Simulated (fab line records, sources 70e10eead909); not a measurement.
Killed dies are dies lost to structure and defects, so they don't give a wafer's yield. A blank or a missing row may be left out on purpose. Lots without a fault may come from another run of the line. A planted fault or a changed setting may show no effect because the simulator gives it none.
fab line records | flow nand_harc
record lots=4 wafers=12 last_day=32
route steps=1302 shown A_CHANNEL_HOLE_D1@465 END@1302
lots that met no fault: from a run of the same line without faults
start_h: hours from the record's first day to the start of the lot's first wafer shown | wait_h: hours since the lot's step before | " the same as in the row above | L1.1+2: a row that stands for several wafers | - no value, or no start given | * or withheld: withheld | < > ~ a bound
route shown NAME@n: a module of which the file shows steps, and the number in the route of the first | usual: mean/standard deviation of fault-free wafers | same: alike in all rows | chamber/n: place in a boat | sites: the reading at each site | _std_site: their standard deviation | _edge_site: outer sites' mean less inner sites' | radius_mm: how far each site lies from the wafer's centre | mask NAME#n: copy n | behind: the tool/chamber that last shaped the wafer | hold: why the lot was held/for how many hours/how that ended | device: the transistor (n, p or np) that didn't switch | end of line: the same wafers' tests at the end of the route | a step without rows: its recipe alone | killed: dies lost to structure and defects at the first sort, not the wafer's yield | map: a wafer's dies, x killed, . not, _ none there
set.NAME: the setting as run; set.NAME@STEP: as run at that earlier step | model.NAME: the simulator's own value behind a step, which no gauge read
lots at some steps of the route; a table a step, a row a wafer
services: from which hour (start_h, from the record's first day; less than 0 if before it) a tool's chamber was out of use, for how many hours, and why
## steps
# step NHARC_A_CHANNEL_HOLE_D1_DESCUM_15
# recipe time_s=3 o2_flow_sccm=200 ar_flow_sccm=0 bias_power_w=0 chemistry=O2
# step NHARC_A_CHANNEL_HOLE_D1_ETCH_38
# recipe target_depth_a=390 over_etch_frac=0.3 time_s=65 ion_energy_ev=80 cf4_flow_sccm=150 ar_flow_sccm=0 rf_w=300 bias_w=100 chemistry=CF4
# step NHARC_A_CHANNEL_HOLE_D1_ETCH_39
# recipe target_depth_a=2600 over_etch_frac=0.3 time_s=325 ion_energy_ev=200 n2_flow_sccm=150 h2_flow_sccm=150 ar_flow_sccm=0 rf_w=400 bias_w=150 chemistry=N2/H2
# step NHARC_A_CHANNEL_HOLE_D1_ETCH_34
# recipe target_depth_a=1540 time_s=77 cf4_flow_sccm=100 chf3_flow_sccm=30 ar_flow_sccm=0 rf_w=500 bias_w=200 chemistry=CF4/CHF3
# step NHARC_A_CHANNEL_HOLE_D1_ETCH_16
# recipe target_depth_a=31000 over_etch_frac=0.3 time_s=806 ion_energy_ev=150 o2_flow_sccm=400 cos_flow_sccm=20 ar_flow_sccm=0 rf_w=500 bias_w=300 chemistry=O2/COS
# step NHARC_A_CHANNEL_HOLE_D1_ETCH_19
# recipe bias_v=1200 source_w=2500 pressure_mtorr=15 time_s=34.5 ar_flow_sccm=375 c4f8_flow_sccm=28.8 o2_flow_sccm=96.2 temp_c=-20 target_depth_a=* chemistry=C4F8/O2/Ar
# step NHARC_A_CHANNEL_HOLE_D1_ETCH_20
# recipe bias_v=3000 source_w=withheld pressure_mtorr=20 time_s=361.9 ar_flow_sccm=375 c4f8_flow_sccm=89.3 o2_flow_sccm=35.7 temp_c=-20 target_depth_a=16000 chemistry=C4F8/O2/Ar
# step NHARC_A_CHANNEL_HOLE_D1_ETCH_21
# recipe bias_v=3000 source_w=withheld pressure_mtorr=20 time_s=514.3 ar_flow_sccm=375 c4f8_flow_sccm=89.3 o2_flow_sccm=35.7 temp_c=-20 target_depth_a=16000 chemistry=C4F8/O2/Ar
# step NHARC_A_CHANNEL_HOLE_D1_ETCH_22
# recipe bias_v=3000 source_w=withheld pressure_mtorr=20 time_s=666.7 ar_flow_sccm=375 c4f8_flow_sccm=89.3 o2_flow_sccm=35.7 temp_c=-20 target_depth_a=16000 chemistry=C4F8/O2/Ar
# usual c4f8_flow_sccm=89.30/0.27 chamber_pressure_mTorr=20.001/0.019 drypump_motor_current_A=5.43/0.18 showerhead_plenum_p_Torr=3.67/0.082 throttle_valve_pct=32.155/0.008
# columns lot.wafer tool chamber start_h wait_h c4f8_flow_sccm chamber_pressure_mTorr drypump_motor_current_A rf_hours_counter_h showerhead_plenum_p_Torr throttle_valve_pct
L621.4 har_etch-01 1 266.04 0.4 89.67 19.997 5.39 - 3.62 32.157
L621.5 " 0 " " 89.37 19.994 5.65 - 3.71 32.155
L621.6 " 1 " " 89.21 20.004 5.41 - 3.62 32.162
L627.2 har_etch-01 1 323.10 0.4 - - - - - -
L627.6 " 1 " " - - - - - -
L627.5 " 0 " " - - - - - -
L629.1 har_etch-02 0 336.44 0.4 - - - - - -
L629.4 " 0 " " - - - - - -
L629.5 " 1 " " - - - - - -
L636.2 har_etch-01 1 403.21 0.4 89.15 20.009 5.38 215 3.58 32.155
L636.3 " 1 " " 89.37 20.001 5.41 - 3.58 32.157
L636.6 " 0 " " 89.71 20.006 5.69 - 3.67 32.145
# step NHARC_A_CHANNEL_HOLE_D1_ETCH_23
# recipe bias_v=5000 source_w=withheld pressure_mtorr=20 time_s=819 ar_flow_sccm=375 c4f8_flow_sccm=89.3 o2_flow_sccm=35.7 temp_c=-20 target_depth_a=16000 chemistry=C4F8/O2/Ar
# step NHARC_A_CHANNEL_HOLE_D1_ETCH_24
# recipe bias_v=5000 source_w=withheld pressure_mtorr=20 time_s=906.2 ar_flow_sccm=375 c4f8_flow_sccm=93.8 o2_flow_sccm=31.2 temp_c=-20 target_depth_a=15000 chemistry=C4F8/O2/Ar
# step NHARC_A_CHANNEL_HOLE_D1_ETCH_25
# recipe bias_v=5000 source_w=withheld pressure_mtorr=20 time_s=1040.2 ar_flow_sccm=375 c4f8_flow_sccm=93.8 o2_flow_sccm=31.2 temp_c=-20 target_depth_a=15000 chemistry=C4F8/O2/Ar
# step NHARC_A_CHANNEL_HOLE_D1_ETCH_26
# recipe bias_v=300 source_w=2000 pressure_mtorr=30 time_s=224.1 ar_flow_sccm=375 c4f8_flow_sccm=11.4 o2_flow_sccm=113.6 temp_c=-20 target_depth_a=3000 chemistry=C4F8/O2/Ar
# step NHARC_A_CHANNEL_HOLE_D1_ETCH_33
# recipe bias_v=400 source_w=2000 pressure_mtorr=25 time_s=90 ar_flow_sccm=375 c4f8_flow_sccm=41.7 o2_flow_sccm=83.3 temp_c=-20 target_depth_a=4000 chemistry=C4F8/O2/Ar
# step NHARC_A_CHANNEL_HOLE_D1_STRIP_41
# recipe n2_flow_sccm=150 h2_flow_sccm=150 ar_flow_sccm=0 bias_w=0 chemistry=N2/H2
# step NHARC_A_CHANNEL_HOLE_D1_STRIP_42
# recipe cf4_flow_sccm=100 chf3_flow_sccm=30 ar_flow_sccm=0 bias_w=0 chemistry=CF4/CHF3
# step NHARC_A_CHANNEL_HOLE_D1_STRIP_43
# recipe o2_flow_sccm=400 cos_flow_sccm=20 ar_flow_sccm=0 bias_w=0 chemistry=O2/COS
# step NHARC_A_CHANNEL_HOLE_D1_ETCH_44
# recipe target_depth_a=1400 overetch_a=140 time_s=77 ion_energy_ev=100 cf4_flow_sccm=80 o2_flow_sccm=20 ar_flow_sccm=0 rf_w=300 bias_w=100 chemistry=CF4/O2
# usual bias_w=100.0/0.31 cf4_flow_sccm=80.01/0.26 drypump_motor_current_A=5.7/0.47 oes_o_777_au=1.000/0.0049 oes_product_au=0.998/0.013 rf_vpp_V=197.2/1.2 showerhead_plenum_p_Torr=1.31/0.036 throttle_valve_pct=13.398/0.0082
# columns lot.wafer tool chamber start_h wait_h bias_w cf4_flow_sccm drypump_motor_current_A oes_o_777_au oes_product_au rf_hours_counter_h rf_vpp_V showerhead_plenum_p_Torr throttle_valve_pct model.A_CHANNEL_HOLE_D1.cd_nm
L621.4 rie_diel-10 2 269.63 0.1 101.1 79.88 5.0 1.002 1.012 2 197.1 1.28 13.392 89.41
L621.6 " 0 " " 99.5 79.99 6.0 0.999 1.006 - 198.8 1.35 13.390 91.62
L621.5 " 1 " " 100.3 80.01 5.6 1.002 0.983 - 196.0 1.29 13.405 90.5
L627.2 rie_diel-10 3 327.00 0.1 100.0 80.06 6.3 0.995 0.992 5 196.3 1.29 13.386 2.821
L627.6 " 0 " " 100.2 79.76 6.0 1.001 0.994 - 199.7 1.35 13.389 100.9
L627.5 " 1 " " 100.3 80.35 5.6 1.002 0.961 - 198.8 1.29 13.402 101.9
L629.4 rie_diel-10 3 340.22 0.1 99.7 80.61 6.3 1.001 0.998 7 195.4 1.29 13.406 2.663
L629.1 " 0 " " 100.3 80.35 6.0 0.997 0.999 7 197.1 1.35 13.389 97.46
L629.5 " 2 " " 100.3 79.74 4.9 1.000 1.001 - 197.0 1.28 13.413 96.79
L636.3 rie_diel-02 3 407.08 0.1 99.6 80.24 5.2 0.998 1.011 1 196.5 1.26 13.398 88.67
L636.2 " 1 " " 100.2 79.65 6.0 1.011 1.008 1 198.1 1.35 13.398 90.53
L636.6 " 3 " " 99.9 80.00 5.2 0.992 1.004 - 194.7 1.26 13.387 91.43
# step NHARC_A_CHANNEL_HOLE_D1_STRIP_27
# recipe o2_flow_sccm=500 ar_flow_sccm=0 bias_w=0 chemistry=O2
# step NHARC_A_CHANNEL_HOLE_D1_PRECLEAN_28
# recipe time_s=* temp_c=50 bath_age_min=0 chemistry=SC1
# step NHARC_A_CHANNEL_HOLE_D1_SRD_29
# step NHARC_A_CHANNEL_HOLE_D1_CD_MEAS_30
# usual cd_nm=90.9/1.8
# columns lot.wafer tool chamber start_h wait_h cd_nm
L621.4 cd_sem-03 - 270.42 - 89.6
L621.5 " - " " 90.8
L621.6 " - " " 91.7
L627.2 cd_sem-02 - 327.78 - 1.5
L627.5 " - " " -0.9
L627.6 " - " " 1.8
L629.1 cd_sem-02 - 341.01 - 1.2
L629.4 " - " " 3.2
L629.5 " - " " -0.6
L636.2 cd_sem-01 - 407.88 - 91.1
L636.3 " - " " 89.4
L636.6 " - " " 92.2
# step NHARC_A_CHANNEL_HOLE_D1_XSEM_31
# recipe landing_energy_ev=35000
# usual bot_cd_nm=75.6/1.8 bow_nm=8.7/0.35 tilt_deg=0.08/0.033
# columns lot.wafer tool chamber start_h wait_h bot_cd_nm bow_nm tilt_deg
L621.4 xsem-01 0 270.51 0.1 74.8 8.5 0.08
L621.5 " 0 " " 76.9 8.6 0.08
L621.6 " 0 " " 77.1 8.6 0.08
L627.2 xsem-01 0 327.87 0.1 2.4 0.3 0.08
L627.5 " 0 " " 0.0 0.3 0.08
L627.6 " 0 " " 2.5 0.3 0.08
L629.1 xsem-02 0 341.11 0.1 0.9 0.6 0.12
L629.4 " 0 " " 2.6 0.6 0.12
L629.5 " 0 " " 0.0 0.6 0.12
L636.2 xsem-02 0 407.97 0.1 75.5 9.3 0.08
L636.3 " 0 " " 73.4 9.3 0.08
L636.6 " 0 " " 76.2 9.3 0.08
# step NHARC_END_SORT_01
# recipe temp_c=25
# usual killed_at_array=52/18 killed_at_other=1.0/1.4 killed_at_periphery=3.1/2.3 killed_dies=56/17 killed_open=3.0/1.7 killed_short=2.5/1.7
# same gross_dies=677
# columns lot.wafer tool chamber start_h wait_h killed_at_array killed_at_other killed_at_periphery killed_dies killed_open killed_short
L627.2 prober-01 0 692.22 2.8 674 0 3 677 6 3
L627.5 prober-01 0 694.61 3.7 671 1 5 677 4 2
L627.6 prober-01 0 695.40 4.0 672 0 5 677 5 3
L629.1 prober-02 0 709.84 2.4 676 0 1 677 3 2
L629.4 prober-02 0 712.23 3.4 675 1 1 677 5 2
L629.5 prober-02 0 713.03 3.7 676 0 1 677 4 2
# killed by level:class
L627.2 A_CHANNEL_HOLE_D1:area_etch=626 A_SLIT:chamber_film_flake=27 A_CHANNEL_HOLE_D1:chamber_film_flake=8 A_ONON_D2:geometric_particle:open=3 A_CONTACT:chamber_film_flake=2 P_GATE:geometric_particle:open=1 A_CHANNEL_HOLE_D1:geometric_particle:short=1 A_DECK1_JOINT:geometric_particle:open=1
L627.5 A_CHANNEL_HOLE_D1:area_etch=611 A_SLIT:chamber_film_flake=36 A_CHANNEL_HOLE_D1:chamber_film_flake=11 A_CONTACT:chamber_film_flake=4 A_M1:chamber_film_flake=4 P_ZERO_WELL:chamber_film_flake=2 P_CONTACT:geometric_particle:short=1 P_M1:geometric_particle:open=1
L627.6 A_CHANNEL_HOLE_D1:area_etch=624 A_SLIT:chamber_film_flake=26 A_CHANNEL_HOLE_D1:chamber_film_flake=9 A_CONTACT:chamber_film_flake=3 P_GATE:chamber_film_flake=2 P_M0:geometric_particle:open=1 P_M1:geometric_particle:open=1 A_ONON_D1:geometric_particle:open=1
L629.1 A_CHANNEL_HOLE_D1:area_etch=599 A_SLIT:chamber_film_flake=29 A_CHANNEL_HOLE_D1:chamber_film_flake=27 A_CHANNEL_HOLE_D2:chamber_film_flake=11 A_CHANNEL_HOLE_D1:geometric_particle:short=2 A_CONTACT:chamber_film_flake=2 A_CHANNEL_HOLE_D1:geometric_particle:open=1 A_ONON_D2:geometric_particle:open=1
L629.4 A_CHANNEL_HOLE_D1:area_etch=607 A_CHANNEL_HOLE_D1:chamber_film_flake=24 A_SLIT:chamber_film_flake=22 A_CHANNEL_HOLE_D2:chamber_film_flake=11 A_WL_FILL:chamber_film_flake=4 A_CHANNEL_HOLE_D1:geometric_particle:short=2 P_M1:geometric_particle:open=1 A_CHANNEL_HOLE_D1:geometric_particle:open=1
L629.5 A_CHANNEL_HOLE_D1:area_etch=600 A_SLIT:chamber_film_flake=33 A_CHANNEL_HOLE_D1:chamber_film_flake=20 A_CHANNEL_HOLE_D2:chamber_film_flake=13 A_CHANNEL_HOLE_D1:geometric_particle:open=3 A_ZERO_WELL:chamber_film_flake=2 A_SOURCE_PLATE:geometric_particle:short=1 A_CHANNEL_HOLE_D1:geometric_particle:short=1
# map L627.2 (x killed, . not)
____________x____________
_________xxxxxxx_________
_______xxxxxxxxxxx_______
______xxxxxxxxxxxxx______
_____xxxxxxxxxxxxxxx_____
____xxxxxxxxxxxxxxxxx____
____xxxxxxxxxxxxxxxxx____
___xxxxxxxxxxxxxxxxxxx___
___xxxxxxxxxxxxxxxxxxx___
__xxxxxxxxxxxxxxxxxxxxx__
__xxxxxxxxxxxxxxxxxxxxx__
_xxxxxxxxxxxxxxxxxxxxxxx_
_xxxxxxxxxxxxxxxxxxxxxxx_
_xxxxxxxxxxxxxxxxxxxxxxx_
_xxxxxxxxxxxxxxxxxxxxxxx_
_xxxxxxxxxxxxxxxxxxxxxxx_
xxxxxxxxxxxxxxxxxxxxxxxxx
xxxxxxxxxxxxxxxxxxxxxxxxx
xxxxxxxxxxxxxxxxxxxxxxxxx
xxxxxxxxxxxxxxxxxxxxxxxxx
xxxxxxxxxxxxxxxxxxxxxxxxx
_xxxxxxxxxxxxxxxxxxxxxxx_
_xxxxxxxxxxxxxxxxxxxxxxx_
_xxxxxxxxxxxxxxxxxxxxxxx_
_xxxxxxxxxxxxxxxxxxxxxxx_
_xxxxxxxxxxxxxxxxxxxxxxx_
__xxxxxxxxxxxxxxxxxxxxx__
__xxxxxxxxxxxxxxxxxxxxx__
___xxxxxxxxxxxxxxxxxxx___
___xxxxxxxxxxxxxxxxxxx___
____xxxxxxxxxxxxxxxxx____
____xxxxxxxxxxxxxxxxx____
_____xxxxxxxxxxxxxxx_____
______xxxxxxxxxxxxx______
_______xxxxxxxxxxx_______
_________xxxxxxx_________
____________x____________
# map L629.1 (x killed, . not)
____________x____________
_________xxxxxxx_________
_______xxxxxxxxxxx_______
______xxxxxxxxxxxxx______
_____xxxxxxxxxxxxxxx_____
____xxxxxxxxxxxxxxxxx____
____xxxxxxxxxxxxxxxxx____
___xxxxxxxxxxxxxxxxxxx___
___xxxxxxxxxxxxxxxxxxx___
__xxxxxxxxxxxxxxxxxxxxx__
__xxxxxxxxxxxxxxxxxxxxx__
_xxxxxxxxxxxxxxxxxxxxxxx_
_xxxxxxxxxxxxxxxxxxxxxxx_
_xxxxxxxxxxxxxxxxxxxxxxx_
_xxxxxxxxxxxxxxxxxxxxxxx_
_xxxxxxxxxxxxxxxxxxxxxxx_
xxxxxxxxxxxxxxxxxxxxxxxxx
xxxxxxxxxxxxxxxxxxxxxxxxx
xxxxxxxxxxxxxxxxxxxxxxxxx
xxxxxxxxxxxxxxxxxxxxxxxxx
xxxxxxxxxxxxxxxxxxxxxxxxx
_xxxxxxxxxxxxxxxxxxxxxxx_
_xxxxxxxxxxxxxxxxxxxxxxx_
_xxxxxxxxxxxxxxxxxxxxxxx_
_xxxxxxxxxxxxxxxxxxxxxxx_
_xxxxxxxxxxxxxxxxxxxxxxx_
__xxxxxxxxxxxxxxxxxxxxx__
__xxxxxxxxxxxxxxxxxxxxx__
___xxxxxxxxxxxxxxxxxxx___
___xxxxxxxxxxxxxxxxxxx___
____xxxxxxxxxxxxxxxxx____
____xxxxxxxxxxxxxxxxx____
_____xxxxxxxxxxxxxxx_____
______xxxxxxxxxxxxx______
_______xxxxxxxxxxx_______
_________xxxxxxx_________
____________x____________
## services
# columns tool chamber start_h hours kind
rie_diel-10 - 242.50 9.0 pm
rie_diel-10 0 242.50 9.0 vent_cycle
rie_diel-10 1 242.50 9.0 vent_cycle
rie_diel-10 2 242.50 9.0 vent_cycle
rie_diel-10 3 242.50 9.0 vent_cycle
rie_diel-02 0 246.34 2.0 repair
rie_diel-02 1 250.84 4.1 repair
rie_diel-10 0 251.50 - clean
rie_diel-10 1 251.50 - clean
rie_diel-10 2 251.50 - clean
rie_diel-10 3 251.50 - clean
rie_diel-02 2 270.03 1.9 repair
rie_diel-10 0 276.00 - clean
rie_diel-10 1 276.00 - clean
rie_diel-10 2 276.00 - clean
rie_diel-10 3 276.00 - clean
rie_diel-02 1 352.67 2.9 repair
rie_diel-10 0 366.22 3.1 repair
xsem-01 - 374.00 14.0 pm
har_etch-02 - 379.55 17.0 pm
rie_diel-10 3 380.62 2.5 repair
rie_diel-10 0 391.42 5.9 repair
rie_diel-02 - 394.35 9.0 pm
xsem-02 - 397.72 1.8 repair
## key
first_sign step=NHARC_A_CHANNEL_HOLE_D1_ETCH_22 reading=tool_record direction=missing
effect step=NHARC_A_CHANNEL_HOLE_D1_CD_MEAS_30 reading=cd_nm direction=down sigmas=49 usual=90.9 struck=1.0
effect step=NHARC_A_CHANNEL_HOLE_D1_XSEM_31 reading=bot_cd_nm direction=down sigmas=41 usual=75.6 struck=1.4
effect step=NHARC_END_SORT_01 reading=killed_dies direction=up sigmas=36 usual=56 struck=677
model_effect step=NHARC_A_CHANNEL_HOLE_D1_ETCH_44 value=A_CHANNEL_HOLE_D1.cd_nm without=90.37 struck=67.09
more_kills_born_at NHARC_A_CHANNEL_HOLE_D1_ETCH_22@har_etch-01=1861 NHARC_A_CHANNEL_HOLE_D1_ETCH_22@har_etch-02=1806
met_at NHARC_A_CHANNEL_HOLE_D1_ETCH_22
struck_wafers L627.2,L627.5,L627.6,L629.1,L629.4,L629.5
later_rows_left_out L627.2,L627.5,L627.6,L629.1,L629.4,L629.5
tester_left_out L627,L629
onset_between 266.04 323.10
fault kind=skipped_step_whole tool=har_etch-01,har_etch-02 chamber=- onset_h=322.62 steps=NHARC_A_CHANNEL_HOLE_D1_ETCH_22 scope=struck_lots_only
# tester_left_out: of these lots the tester's yield and bins aren't shown, on N5 and GAA mostly nor the transistor test; their killed dies are dies lost to structure and defects alone, not to doping, threshold or leakage, so they don't give the yield
# later_rows_left_out: the simulator's readings of these wafers behind a module that went badly wrong aren't trusted and aren't shown, but for the sort
